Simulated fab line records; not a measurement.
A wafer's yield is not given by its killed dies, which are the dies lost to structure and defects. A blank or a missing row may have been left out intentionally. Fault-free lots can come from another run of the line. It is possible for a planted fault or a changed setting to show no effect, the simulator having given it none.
Comparing a struck lot with a sound one | flow n5 finfet | 15 steps out of a route of 1938
Sound: the wafers L529.1, L529.3, L529.5. Struck: wafer L541.3 (L541.1, L541.6, from the same lot, were not struck and are left out); the cause is given at the end.
For every step that has rows: the tool of each side, followed by ch and its chambers, followed by its first start. Under that, the readings that differ: sound wafers | struck wafers | difference of the means | sigmas: that difference in standard deviations of wafers without a fault.
alike: readings whose means differ by less than 2 such deviations, and words and numbers that are the same on both sides. not compared: withheld readings, readings that some wafer has no value for, bounds like >300 that may hide the same value, and numbers for which the record gives no deviation and whose values overlap.
A row with sigmas, a row that says differs or no value, or rows on one side alone: a step with any of these is where the two part. Non-overlapping numbers with no deviation appear without sigmas and do not part them. Lack of a reading on every wafer of one side parts them only where that side has two or more wafers.

N5_BEOL_M7_CURE_75: cures SiCOH lowk, time 120 s.
  sound on uv cure-03 ch 2, day 10 01:10; struck on uv cure-03 ch 1, day 12 19:08
  alike: lamp power pct, wafer_temp_C_max
then, 1 step without rows for these wafers: N5_BEOL_M7_DEGAS_44 (time 60 s).
N5_BEOL_M7_PRE_CLEAN_45: time 30 s.
  sound: pvd sputter-03 at day 10 05:13; struck: pvd sputter-02 at day 12 19:55
  alike: heater power w
then, 1 step without rows for these wafers: N5_BEOL_M7_ALD_77 (deposits TaN, target thk 2 nm, pulse time 2 s, purge time 3 s).
N5_BEOL_M7_SURFACE_TREAT_79:
  sound: pvd sputter-03 at day 10 05:36; struck: pvd sputter-01 at day 12 20:19
  not compared: throttle valve pct
then, 1 step without rows for these wafers: N5_BEOL_M7_CVD_78 (deposits Co from CCTBA/H2, target thk 2 nm, time 142.3 s).
N5_BEOL_M7_SPUTTER_48: material Cu, target thk 10 nm, time 1.667 s.
  sound: pvd sputter-02 at day 10 05:49; struck: pvd sputter-03 at day 12 20:56
  alike: throttle valve pct
then, 1 step without rows for these wafers: N5_BEOL_M7_ECD_50 (material Cu, target thk 300 nm).
N5_BEOL_M7_ANNEAL_51: time 90 s.
  sound on rtp anneal-02 ch 0, day 10 06:02; struck on rtp anneal-01 ch 0, day 12 23:23
  alike: wafer_temp_C_max
then, 1 step without rows for these wafers: N5_BEOL_M7_CMP_52 (polishes, stops on SiCOH lowk, t overpolish 6.9 s, target thk 80 nm).
N5_BEOL_M7_THK_MEAS_53: measures by xrf.
  sound: film metro-02 at day 10 06:38; struck: film metro-02 at day 12 23:59
  alike: M7_THK
then, 1 step without rows for these wafers: N5_BEOL_M7_PRE_CLEAN_55 (time 15 s).
N5_BEOL_M7_DEP_56: deposits SiCN from 3MS/NH3, target thk 10 nm, time 17.5 s.
  sound on pecvd-04 ch 0,1,2, day 10 06:42; struck on pecvd-04 ch 1, day 13 00:04
  reading                                  | sound        | struck | difference | sigmas
  model.SiCN_of_BEOL_M7_DEP_56.thk nm (nm) | 9.8 9.8 10.2 | 12.4   | +2.5       |
  alike: showerhead plenum p Torr, throttle valve pct
N5_BEOL_M7_RS_MEAS_57: uses a four-point probe to measure.
  sound: film metro-02 at day 10 06:46; struck: film metro-02 at day 13 00:08
  alike: M7_RS
N5_PASSIVATION_PROBE_49:
  the record holds rows for the sound wafers here (prober-02, day 13 14:43) but none for the struck ones

== WHERE THEY PART ==
Within this record, at N5_PASSIVATION_PROBE_49 only.

WHY: what the simulator had put in
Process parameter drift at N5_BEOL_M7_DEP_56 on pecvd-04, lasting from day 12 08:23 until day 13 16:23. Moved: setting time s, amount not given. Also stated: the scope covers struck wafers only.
